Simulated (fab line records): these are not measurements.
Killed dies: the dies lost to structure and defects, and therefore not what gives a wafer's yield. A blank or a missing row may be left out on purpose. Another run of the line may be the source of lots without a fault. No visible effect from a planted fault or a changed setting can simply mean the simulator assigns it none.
Chamber matching -- flow n5Finfet -- N5_BEOL_M6_CMP_52 on cmp-03 has 4 sister chambers
The step polishes, stops on SiCOH lowk, t overpolish 6.9 s, target thk 80 nm. 8 wafers are shown with their chamber, then 12 later ones without.

WAFERS PAIRED WITH THEIR CHAMBERS
wafer,chamber,motorCurrentA (A),timeToEndpointS (s)
L082.2,2,6.6,63
L084.5,0,5.4,62
L088.1,3,5.9,64
L088.2,0,5.1,62
L088.4,1,5.7,65
L091.1,3,5.8,60
L091.3,2,5.9,65
L091.4,1,5.2,60

WAFERS WITHOUT THEIR CHAMBER
wafer,motorCurrentA (A),timeToEndpointS (s)
L092.2,5.9,63
L092.4,5.0,66
L092.6,5.5,66
L094.2,6.2,61
L094.3,5.1,57
L094.5,5.3,58
L096.2,5.3,61
L096.3,5.3,61
L096.4,5.9,67
L097.2,5.4,57
L097.3,6.2,63
L097.6,5.0,55

WHICH CHAMBER EACH ONE RAN IN
wafer,from the rows above,in truth
L092.2,can't be placed: 3 or 2 or 1 or 0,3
L092.4,can't be placed: 0 or 1 or 3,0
L092.6,can't be placed: 1 or 0 or 3 or 2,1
L094.2,can't be placed: 3 or 2 or 1 or 0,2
L094.3,can't be placed: 0 or 1 or 3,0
L094.5,can't be placed: 0 or 1 or 3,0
L096.2,can't be placed: 0 or 1 or 3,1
L096.3,can't be placed: 0 or 1 or 3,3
L096.4,can't be placed: 2 or 3 or 1 or 0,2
L097.2,can't be placed: 0 or 1 or 3 or 2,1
L097.3,can't be placed: 2 or 3 or 1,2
L097.6,can't be placed: 0 or 1 or 3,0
Correct placement for 0 of the 12. From these rows, 12 cannot be placed; in 12 the true chamber is one of the candidates. Number placed wrongly: 0.
How it was worked out, from the rows above alone: a wafer's distance from a chamber is the root of the sum, over the readings, of the square of ((its reading less the chamber's mean) divided by the reading's scatter). If the next closest chamber is less than 2 further off than the closest, the wafer can't be placed; otherwise it belongs to the closest. For every chamber, the mean is computed from those of its wafers that are shown. The scatter: the root of (the sum of the squares of (reading less its chamber's mean) over the shown wafers, divided by (wafers less chambers)).
